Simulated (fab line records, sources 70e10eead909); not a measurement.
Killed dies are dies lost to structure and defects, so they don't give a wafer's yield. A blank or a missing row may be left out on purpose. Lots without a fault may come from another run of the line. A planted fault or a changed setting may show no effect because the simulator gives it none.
Chamber matching | flow nand_harc | NHARC_P_GATE_STRIP_35 on wet_bench-02: 7 sister chambers
The step strips in SPM, time 600 s. 7 wafers are shown with their chamber, then 6 later ones without.

WAFERS WITH THEIR CHAMBER
wafer  | chamber | bath_guard_temp_C (C)
L298.2 | 3       | 130.1
L300.6 | 1       | 130.0
L299.6 | 4       | 130.4
L302.1 | 6       | 129.9
L302.2 | 0       | 129.9
L302.3 | 7       | 129.2
L304.1 | 5       | 129.7

WAFERS WITHOUT THEIR CHAMBER
wafer  | bath_guard_temp_C (C)
L304.5 | 130.1
L304.6 | 130.2
L307.4 | 130.3
L307.6 | 130.3
L310.1 | 128.6
L310.4 | 129.5

WHICH CHAMBER EACH WENT THROUGH
wafer  | from the rows above                         | in truth
L304.5 | can't be placed: 3 or 1 or 0 or 6 or 4 or 5 | 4
L304.6 | can't be placed: 3 or 1 or 4 or 0 or 6 or 5 | 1
L307.4 | can't be placed: 4 or 3 or 1 or 0 or 6 or 5 | 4
L307.6 | can't be placed: 4 or 3 or 1 or 0 or 6 or 5 | 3
L310.1 | can't be placed: 7 or 5                     | 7
L310.4 | can't be placed: 5 or 7 or 0 or 6 or 1 or 3 | 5
Placed correctly: 0 of 6. Can't be placed from these rows: 6 (the true chamber is among the candidates in 6). Placed wrongly: 0.
How it was worked out, from the rows above alone: a wafer's distance from a chamber is the root of the sum, over the readings, of the square of ((its reading less the chamber's mean) divided by the reading's scatter). The wafer belongs to the nearest chamber; if the next one is less than 2 further off, it can't be placed. A chamber's mean is the mean of its shown wafers. The scatter: with one shown wafer a chamber, the root of the mean of the squares of how far each hidden wafer lies from its nearest shown one.
